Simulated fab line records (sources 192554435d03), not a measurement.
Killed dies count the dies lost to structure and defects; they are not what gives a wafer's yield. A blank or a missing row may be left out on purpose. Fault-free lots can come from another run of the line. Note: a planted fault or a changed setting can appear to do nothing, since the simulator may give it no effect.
fab line records	flow n5_finfet
record: lots: 10	wafers: 30	last_day: 18
route steps=1938 shown SPACER0@258 SD_EPI_N@278 SD_EPI_P@295 BEOL_M4@1111
lots that met no fault: taken from a fault-free run of the same line
start_h: hours from the record's first day to the start of the lot's first wafer shown	wait_h: hours from the lot's prior step to this one	" same as the row above	L1.1+2: a single row standing in for several wafers	- no value, or no start given	* or withheld: withheld	< > ~ a bound
route shown NAME@n: NAME is a module with steps in the file, n the number in the route of the first one	usual: mean and standard deviation over wafers with no fault	same: alike in all rows	chamber/n: place in a boat	sites: the reading at each site	_std_site: standard deviation across them	_edge_site: the outer-site mean with the inner-site mean subtracted	radius_mm: how far each site lies from the wafer's centre	mask NAME#n: copy n	behind: the most recent tool/chamber to have shaped the wafer	hold: cause of the lot's hold/its duration in hours/its outcome	device: names the non-switching transistor (n, p or np)	end of line: tests of these same wafers at the route's end	a step given without rows: its recipe and nothing more	killed: dies that structure and defects cost at the first sort, which is not the same as the wafer's yield	map: the dies of a wafer, with x for killed, . for not killed, _ for no die there
set.NAME: setting as actually run; set.NAME@STEP: the setting as run at that earlier step	model.NAME: the simulator's own value behind a step, which no gauge read
steps of the route over a sample of lots; a table a step, a row a wafer
services: from which hour (start_h, from the record's first day; less than 0 if before it) a tool's chamber was out of use, for how many hours, and why
== steps ==
step: N5_SPACER0_ALD_07
recipe: material: SiNx	target_thk_a: 20	temp_c: 400	ald_precursor_family: SiH2I2	ald_co_reactant: N2/H2-plasma	pressure_torr: 2
usual: chamber_pressure_Torr: 2.000/0.004	heater_power_outer_w: 516/46	heater_power_w: 842/52
lot.wafer	tool	chamber	start_h	wait_h	chamber_pressure_Torr	heater_power_outer_w	heater_power_w
L137.2	ald_sin-02	3	46.47	0.0	2.002	581	928
L137.3	"	1	"	"	1.992	542	839
L137.6	"	3	"	"	2.005	591	937
L141.1	ald_sin-03	3	75.59	0.0	1.999	528	876
L141.2	"	0	"	"	1.996	451	814
L141.5	"	2	"	"	2.002	561	793
L143.2	ald_sin-03	2	84.59	0.0	1.997	541	803
L143.3	"	0	"	"	2.006	452	797
L143.5	"	0	"	"	2.007	460	785
L145.3	ald_sin-01	3	95.77	0.1	2.003	446	764
L145.5	"	1	"	"	1.992	517	856
L145.6	"	2	"	"	2.001	538	829
L146.1	ald_sin-01	3	102.27	2.2	2.001	447	768
L146.2	"	1	"	"	1.995	532	855
L146.6	"	2	"	"	2.003	549	832
L147.1	ald_sin-01	2	109.20	0.0	1.988	534	845
L147.4	"	3	"	"	2.005	460	789
L147.5	"	3	"	"	1.995	451	792
L156.1	ald_sin-01	2	161.88	0.0	2.010	538	841
L156.3	"	1	"	"	2.001	512	860
L156.5	"	3	"	"	1.996	447	797
L157.1	ald_sin-01	3	167.59	0.2	2.003	453	790
L157.4	"	1	"	"	2.001	531	848
L157.5	"	1	"	"	2.005	544	838
L159.1	ald_sin-01	0	178.96	0.0	2.001	522	907
L159.3	"	2	"	"	1.993	549	840
L159.4	"	3	"	"	1.998	448	789
L160.3	ald_sin-01	3	188.63	1.4	2.002	461	794
L160.5	"	1	"	"	1.998	524	835
L160.6	"	0	"	"	1.996	522	872
step: N5_SD_EPI_N_ETCH_45
recipe: chemistry: CH3F/O2	target: SiOCN	target_depth_a: 60	mask_material: SOC	ion_energy_ev: 60	bias_w: 29	pressure_mtorr: 15	source_w: 410	Ar_flow_sccm: 150	CH3F_flow_sccm: 30	O2_flow_sccm: 20
usual: bias_w: 29.00/0.079	drypump_motor_current_A: 5.8/0.55	oes_product_au: 0.78/0.061	rf_vpp_V: 127.3/1.1	showerhead_plenum_p_Torr: 1.99/0.057	throttle_valve_pct: 23.40/0.26
lot.wafer	tool	chamber	start_h	wait_h	bias_w	drypump_motor_current_A	oes_product_au	rf_hours_counter_h	rf_vpp_V	showerhead_plenum_p_Torr	throttle_valve_pct
L137.2	rie_diel-02	0	48.15	0.1	29.12	5.6	0.74	193	127.4	2.06	23.55
L137.3	"	1	"	"	29.03	6.6	0.77	118	125.9	2.01	23.54
L137.6	"	3	"	"	29.03	5.1	0.76	-	126.2	2.00	23.67
L141.1	rie_diel-04	3	77.16	0.1	29.10	5.3	0.79	133	127.0	1.93	23.46
L141.2	"	0	"	"	28.90	6.8	0.74	169	124.9	1.91	23.61
L141.5	"	1	"	"	28.91	6.0	0.73	-	127.3	1.98	23.57
L143.2	rie_diel-01	0	86.27	0.1	29.09	5.3	0.93	14	128.4	2.05	23.31
L143.3	"	1	"	"	29.07	5.4	0.87	38	128.0	2.05	23.22
L143.5	"	3	"	"	29.00	6.2	0.86	-	128.3	2.03	22.88
L145.3	rie_diel-02	0	97.34	0.1	29.19	5.6	0.72	212	127.4	2.06	23.55
L145.5	"	0	"	"	29.14	5.6	0.72	-	127.8	2.06	23.56
L145.6	"	3	"	"	29.02	5.0	0.75	-	126.5	1.99	23.68
L146.1	rie_diel-02	2	103.84	0.1	28.96	5.9	0.78	147	128.0	2.08	23.27
L146.2	"	1	"	"	28.95	6.6	0.74	138	126.3	2.00	23.57
L146.6	"	2	"	"	28.98	5.8	0.78	-	126.9	2.08	23.26
L147.1	rie_diel-04	2	110.77	0.1	29.17	6.2	0.91	25	128.0	1.93	22.84
L147.4	"	0	"	"	28.88	6.8	0.73	180	127.5	1.90	23.63
L147.5	"	1	"	"	29.05	6.1	0.73	-	126.2	1.97	23.59
L156.1	rie_diel-01	2	163.33	0.1	29.08	5.1	0.80	90	125.3	1.93	23.25
L156.3	"	1	"	"	28.99	5.4	0.82	67	127.4	2.04	23.24
L156.5	"	1	"	"	29.06	5.4	0.83	-	128.4	2.04	23.27
L157.1	rie_diel-04	2	169.15	0.1	29.03	6.1	0.88	43	128.2	1.93	22.87
L157.4	"	0	"	"	28.95	6.8	0.72	196	126.3	1.90	23.66
L157.5	"	3	"	"	28.95	5.3	0.76	-	125.1	1.92	23.49
L159.1	rie_diel-02	0	180.81	0.1	29.12	5.6	0.70	241	129.5	2.05	23.61
L159.3	"	2	"	"	28.76	5.9	0.76	176	129.5	2.07	23.32
L159.4	"	1	"	"	28.97	6.6	0.72	165	127.3	1.99	23.60
L160.3	rie_diel-01	1	190.31	0.1	28.94	5.4	0.81	75	126.8	2.04	23.27
L160.5	"	1	"	"	28.91	5.4	0.80	-	127.1	2.04	23.25
L160.6	"	0	"	"	28.97	5.3	0.85	-	127.2	2.03	23.33
step: N5_SD_EPI_P_COAT_34
recipe: resist: SOC	temp_c: 250	time_s: 60	spin_rpm: 1500	resist_thk_nm: 350
usual: exhaust_pa: 45.0/0.96	spin_speed_rpm: 1499.9/0.9
lot.wafer	tool	chamber	start_h	wait_h	exhaust_pa	spin_speed_rpm
L137.2	litho_track-04	0	51.92	0.0	45.0	1500.5
L137.3	"	0	"	"	44.3	1501.6
L137.6	"	0	"	"	45.5	1500.1
L141.1	litho_track-02	0	81.37	0.0	44.9	1499.0
L141.2	"	0	"	"	47.4	1499.6
L141.5	"	0	"	"	45.0	1500.2
L143.2	litho_track-02	0	89.79	0.0	46.3	1500.1
L143.3	"	0	"	"	46.0	1499.7
L143.5	"	0	"	"	46.4	1499.6
L145.3	litho_track-03	0	101.77	0.0	45.1	1500.3
L145.5	"	0	"	"	44.5	1499.1
L145.6	"	0	"	"	44.0	1500.8
L146.1	litho_track-04	0	107.53	0.0	44.6	1498.6
L146.2	"	0	"	"	44.5	1498.3
L146.6	"	0	"	"	46.6	1500.2
L147.1	litho_track-02	0	114.38	0.0	45.9	1500.0
L147.4	"	0	"	"	44.1	1500.3
L147.5	"	0	"	"	45.7	1499.2
L156.1	litho_track-04	0	166.80	0.0	46.7	1435.2
L156.3	"	0	"	"	45.1	1433.7
L156.5	"	0	"	"	45.2	1433.2
L157.1	litho_track-02	0	172.64	0.0	46.6	1498.6
L157.4	"	0	"	"	46.3	1498.2
L157.5	"	0	"	"	46.5	1499.8
L159.1	litho_track-04	0	184.53	0.0	44.4	1434.5
L159.3	"	0	"	"	43.6	1434.7
L159.4	"	0	"	"	44.5	1434.7
L160.3	litho_track-02	0	193.79	0.0	46.2	1499.8
L160.5	"	0	"	"	44.3	1499.9
L160.6	"	0	"	"	44.1	1500.3
step: N5_SD_EPI_P_CD_MEAS_09
recipe: target_cd_nm: 240	landing_energy_ev: 500	detector: se_inlens
usual: cd_nm: 240.1/0.79
lot.wafer	tool	chamber	start_h	wait_h	cd_nm
L137.2	cd_sem-01	0	52.29	-	240.7
L137.3	"	0	"	"	240.1
L137.6	"	0	"	"	240.0
L141.1	cd_sem-01	0	81.62	-	240.8
L141.2	"	0	"	"	240.5
L141.5	"	0	"	"	240.3
L143.2	cd_sem-02	0	90.16	-	240.7
L143.3	"	0	"	"	240.0
L143.5	"	0	"	"	241.0
L145.3	cd_sem-02	0	102.01	-	237.9
L145.5	"	0	"	"	237.8
L145.6	"	0	"	"	239.0
L146.1	cd_sem-01	0	107.90	-	241.7
L146.2	"	0	"	"	240.4
L146.6	"	0	"	"	240.5
L147.1	cd_sem-03	0	114.75	-	240.9
L147.4	"	0	"	"	239.2
L147.5	"	0	"	"	238.4
L156.1	cd_sem-01	0	167.17	-	240.5
L156.3	"	0	"	"	240.1
L156.5	"	0	"	"	239.8
L157.1	cd_sem-02	0	173.01	-	240.9
L157.4	"	0	"	"	240.7
L157.5	"	0	"	"	240.8
L159.1	cd_sem-02	0	184.90	-	240.5
L159.3	"	0	"	"	239.7
L159.4	"	0	"	"	240.0
L160.3	cd_sem-03	0	194.04	-	240.3
L160.5	"	0	"	"	240.3
L160.6	"	0	"	"	241.0
step: N5_BEOL_M4_RC_MEAS_101
usual: DIBL_N: 36.4/1.7	DIBL_P: 36.4/2.1	IOFF_N: 0.16/0.035	IOFF_P: 0.21/0.035	ION_N: 680/11	ION_P: 465/6.8	SS_N: 71.5/0.58	SS_P: 73.2/0.72	VT_N: 249/3.6	VT_P: -250/3.1
lot.wafer	tool	chamber	start_h	wait_h	DIBL_N[mV/V]	DIBL_P[mV/V]	IOFF_N[nA/um]	IOFF_P[nA/um]	ION_N[uA/um]	ION_P[uA/um]	SS_N[mV/dec]	SS_P[mV/dec]	VT_N[mV]	VT_P[mV]
L137.2	prober-02	0	180.10	0.2	38.5	37.3	0.18	0.21	693	464	71.5	73.9	246	-248
L137.3	"	0	"	"	37.1	34.6	0.14	0.17	685	461	71.3	73.2	253	-254
L137.6	"	0	"	"	36.7	34.6	0.14	0.15	668	447	71.4	73.4	253	-254
L141.1	prober-02	0	213.96	0.0	35.7	37.8	0.17	0.19	678	457	71.7	73.8	250	-254
L141.2	"	0	"	"	34.6	35.9	0.14	0.17	662	451	71.5	73.2	252	-256
L141.5	"	0	"	"	36.0	37.8	0.18	0.20	680	459	71.9	74.4	247	-251
L143.2	prober-01	0	214.45	0.2	36.3	35.4	0.15	0.22	689	472	71.8	73.4	252	-248
L143.3	"	0	"	"	34.1	33.1	0.13	0.19	670	466	71.3	72.8	252	-246
L143.5	"	0	"	"	36.1	35.0	0.15	0.22	683	474	71.7	73.1	252	-246
L145.3	prober-02	0	215.20	0.9	34.2	34.4	0.13	0.18	689	466	70.7	72.2	251	-254
L145.5	"	0	"	"	34.8	34.9	0.14	0.18	675	465	72.1	72.0	251	-253
L145.6	"	0	"	"	37.7	37.7	0.18	0.22	695	468	71.9	72.7	248	-252
L146.1	prober-02	0	218.23	0.0	36.5	36.4	0.14	0.19	686	472	72.0	73.6	251	-252
L146.2	"	0	"	"	38.0	39.3	0.19	0.24	693	474	71.2	73.5	249	-249
L146.6	"	0	"	"	40.3	42.2	0.24	0.30	701	475	72.4	74.3	244	-245
L147.1	prober-01	0	220.75	0.0	37.7	36.4	0.19	0.24	697	474	71.9	73.2	244	-246
L147.4	"	0	"	"	35.5	33.3	0.13	0.18	655	457	71.9	72.4	252	-252
L147.5	"	0	"	"	35.9	34.8	0.14	0.21	682	469	71.6	72.8	246	-246
L156.1	prober-01	0	296.75	0.0	36.3	34.1	0.15	0.21	680	469	71.4	73.1	249	-249
L156.3	"	0	"	"	38.7	36.9	0.20	0.25	689	472	72.1	73.9	247	-248
L156.5	"	0	"	"	38.8	36.5	0.21	0.24	686	465	71.3	73.6	247	-248
L157.1	prober-01	0	302.39	0.0	36.7	38.0	0.19	0.23	681	460	71.7	73.4	245	-249
L157.4	"	0	"	"	35.4	35.9	0.17	0.19	684	460	71.5	73.1	246	-253
L157.5	"	0	"	"	35.4	36.5	0.18	0.19	690	466	71.6	73.5	248	-254
L159.1	prober-01	0	306.11	0.5	38.1	38.2	0.17	0.26	678	476	71.5	74.7	251	-248
L159.3	"	0	"	"	36.0	34.8	0.14	0.20	674	470	71.9	72.7	252	-250
L159.4	"	0	"	"	34.3	33.1	0.12	0.18	669	466	70.5	72.2	254	-251
L160.3	prober-01	0	309.77	0.3	36.0	36.2	0.16	0.23	678	470	71.7	72.8	248	-249
L160.5	"	0	"	"	34.6	33.8	0.12	0.19	665	464	71.1	72.1	252	-251
L160.6	"	0	"	"	38.6	39.1	0.21	0.28	692	469	72.3	74.4	247	-247
== services ==
tool	chamber	start_h	hours	kind
ald_sin-02	2	24.11	40.3	repair
ald_sin-03	-	29.58	14.6	pm
ald_sin-01	3	30.86	5.8	repair
litho_track-03	-	31.01	-	consumable_replace:filter
rie_diel-02	2	33.11	2.0	repair
ald_sin-02	-	41.58	2.8	pm
rie_diel-04	-	44.12	0.5	repair
rie_diel-04	3	59.49	4.5	repair
rie_diel-02	3	62.52	4.2	repair
ald_sin-02	-	85.48	14.0	pm
ald_sin-02	0	85.48	14.0	vent_cycle
ald_sin-02	1	85.48	14.0	vent_cycle
ald_sin-02	2	85.48	14.0	vent_cycle
ald_sin-02	3	85.48	14.0	vent_cycle
ald_sin-02	0	99.48	-	clean
litho_track-02	-	125.27	-	consumable_replace:filter
ald_sin-01	1	126.81	11.3	repair
ald_sin-01	2	138.37	4.5	repair
rie_diel-04	0	143.65	8.5	repair
ald_sin-03	-	177.71	14.0	pm
ald_sin-03	0	177.71	15.3	vent_cycle
ald_sin-03	1	177.71	15.3	vent_cycle
ald_sin-03	2	177.71	31.7	vent_cycle
ald_sin-03	3	177.71	15.3	vent_cycle
== key ==
first_sign: step: N5_SD_EPI_P_COAT_34	reading: spin_speed_rpm	direction: down	sigmas: 73	usual: *	struck: *
effect none on later readings
met_at N5_SD_EPI_P_COAT_34
struck_lots L156,L159
not_acting_at N5_SPACER0_ALD_07,N5_SD_EPI_N_ETCH_45,N5_SD_EPI_P_CD_MEAS_09
onset_between 107.53 166.80
fault: kind: process_parameter_drift	tool: litho_track-04	chamber: -	onset_h: 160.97	steps: N5_SD_EPI_P_COAT_34	channel: spin_rpm	offset: *	shape: step	end_h: 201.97	acts_in: *	stated: *
